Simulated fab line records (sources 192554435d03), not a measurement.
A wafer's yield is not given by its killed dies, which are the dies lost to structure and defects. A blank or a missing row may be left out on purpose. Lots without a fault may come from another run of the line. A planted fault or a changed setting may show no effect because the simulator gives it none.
Comparing a struck lot with a sound one | flow n5-finfet | 38 steps out of a route of 1938
Sound: these wafers, L219.1, L219.3, L219.5. Wafers L224.1, L224.2 were the ones struck. The cause is named last.
For every step that has rows: the tool of each side, followed by ch and its chambers, followed by its first start. Under that, the readings that differ: sound wafers | struck wafers | difference of the means | sigmas: that difference in standard deviations of wafers without a fault.
alike: readings whose means differ by less than 2 such deviations, and words and numbers that are the same on both sides. not compared: withheld readings, readings that some wafer has no value for, bounds like >300 that may hide the same value, and numbers for which the record gives no deviation and whose values overlap.
A row with sigmas, a row that says differs or no value, or rows on one side alone: a step with any of these is where the two part. Non-overlapping numbers with no deviation appear without sigmas and do not part them. A reading missing from all wafers of one side parts the sides only when that side holds two or more wafers.

first, 9 steps without rows for these wafers: N5_BEOL_M4_ANNEAL_95 (time 240 s); N5_BEOL_M4_SPUTTER_96 (material Cu, target thk 4.5 nm, time 8.29 s); N5_BEOL_M4_ECD_50 (material Cu, target thk 300 nm); N5_BEOL_M4_ANNEAL_51 (time 90 s); N5_BEOL_M4_CMP_52 (polishes, stops on SiOC, t overpolish 6.8 s, target thk 40 nm); N5_BEOL_M4_PRE_CLEAN_60 (time 15 s); N5_BEOL_M4_CO_CAP_55 (material Co, precursor CCTBA/H2, target thk 2 nm, time 102.1 s); N5_BEOL_M4_PRE_CLEAN_56 (time 15 s); N5_BEOL_M4_DEP_57 (deposits SiCN from 3MS/NH3, target thk 8 nm, time 14 s).
N5_BEOL_M4_RC_MEAS_101:
  sound on prober-01 ch 0, day 9 08:35; struck on prober-01 ch 0, day 11 03:37
  alike: DIBL_N, DIBL_P, IOFF_N, IOFF_P, ION_N, ION_P, SS_N, SS_P, VT_N, VT_P
then, 24 steps without rows for these wafers: N5_BEOL_M5_ILD_DEP_00 (deposits SiCOH lowk from DEMS/porogen, target thk 140.64 nm, time 25.9 s); N5_BEOL_M5_CURE_79 (cures SiCOH lowk, time 240 s); N5_BEOL_M5_PECVD_70 (deposits SiO2 from TEOS/O2, target thk 16 nm, time 18 s); N5_BEOL_M5_HM_DEP_02 (deposits TiN, target thk 20 nm); N5_BEOL_M5_COAT_59 (time 60 s, resist thk 60 nm); N5_BEOL_M5_COAT_60 (time 60 s, resist thk 12 nm); N5_BEOL_M5_COAT_71 (time 60 s, resist thk 5 nm); N5_BEOL_M5_COAT_05 (resist thk 30 nm); N5_BEOL_M5_EBR_07; N5_BEOL_M5_SOFTBAKE_06 (time 60 s); N5_BEOL_M5_EXPOSE_08 (exposes mask M5, target cd 28 nm); N5_BEOL_M5_PEB_09 (peb time 60 s); N5_BEOL_M5_DEVELOP_10 (develop time 30 s); N5_BEOL_M5_DESCUM_16 (chemistry O2, time 7 s); N5_BEOL_M5_ETCH_72 (etches underlayer in N2/H2, target depth 6.5 nm, time 5.2 s); N5_BEOL_M5_ETCH_61 (etches SiARC in CF4, target depth 15.6 nm, time 26 s); N5_BEOL_M5_ETCH_62 (etches SOC in N2/H2, target depth 75 nm, overetch 15 nm, time 112.5 s); N5_BEOL_M5_STRIP_63 (strips in N2/H2); N5_BEOL_M5_STRIP_73 (strips in N2/H2); N5_BEOL_M5_STRIP_64 (strips in CF4); N5_BEOL_M5_HM_OPEN_17 (chemistry Cl2/BCl3, target TiN, target depth 20 nm, overetch 6 nm); N5_BEOL_M5_STRIP_19 (strips in O2); N5_BEOL_M5_COAT_65 (time 60 s, resist thk 60 nm); N5_BEOL_M5_COAT_66 (time 60 s, resist thk 12 nm).
N5_BEOL_M8_CMP_52: polishes, stops on SiCOH lowk, t overpolish 6.9 s, target thk 80 nm.
  sound on cmp-04 ch 0,1,2, day 11 02:02; struck on cmp-04 ch 1,3, day 12 17:20
  reading                      | sound             | struck      | difference | sigmas
  barrier-field-endpoint-s (s) | 27.4 27.2 28.8    | 46.8 46.8   | +19.0      | +25
  overpolish-run-s (s)         | 6.908 6.882 6.882 | 0.040 0.046 | -6.848     | -99 or more
  time-to-endpoint-s (s)       | 58.9 58.1 61.8    | 79.8 81.0   | +20.8      | +7
  alike: motor-current-A
N5_BEOL_M8_THK_MEAS_53: measures by xrf.
  struck on film-metro-02, day 12 17:35; sound on film-metro-01, day 11 02:20
  reading     | sound          | struck      | difference | sigmas
  M8_THK (nm) | 81.1 77.6 80.5 | 209.4 193.4 | +121.7     | +68
N5_BEOL_M8_INSPECT_58: inspects for defects (darkfield).
  struck on defect-inspect-01, day 12 17:45; sound on defect-inspect-02, day 11 02:29
  reading          | sound      | struck    | difference | sigmas
  raw-defect-count | 82 134 137 | 1101 1098 | +982       | +39
-- here the record skips 3 days between the struck wafers' starts before and after, leaving off in module BEOL_M8 and picking up in module PASSIVATION (first step shown: number 1936 of the route) --
N5_PASSIVATION_PROBE_49:
  struck on prober-02, day 15 16:24; sound on prober-02, day 13 22:20
  reading                  | sound          | struck    | difference | sigmas
  defect-limited-yield (%) | 89.3 90.4 89.9 | 0 0       | -90        | -60
  killed_at_M4_up          | 12 10 22       | 1109 1122 | +1101      | +99 or more
  killed-dies              | 126 113 119    | 1180 1180 | +1061      | +62
  killed-on-rim            | 23 11 20       | 152 152   | +134       | +30
  killed-open              | 86 70 82       | 54 45     | -30        | -2
  killed-short             | 40 43 37       | 26 23     | -16        | -2
  sort_bin_5_function (%)  | 5.8 5.8 6.4    | 4.3 3.1   | -2.3       | -2
  sort-n-pass              | 1054 1067 1061 | 0 0       | -1061      | -59
  sort-yield-pct (%)       | 89.3 90.4 89.9 | 0 0       | -90        | -60
  alike: killed_at_M0_to_M3, killed-at-contacts, killed-at-front-end, killed-at-other, sort_bin_6_memory

## WHERE THEY PART
Last at N5_PASSIVATION_PROBE_49 as far as this record goes, first at N5_BEOL_M8_CMP_52.

WHY: what had been put in by the simulator
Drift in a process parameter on cmp-04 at N5_BEOL_M8_CMP_52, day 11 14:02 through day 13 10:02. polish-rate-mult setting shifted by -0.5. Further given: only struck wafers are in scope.
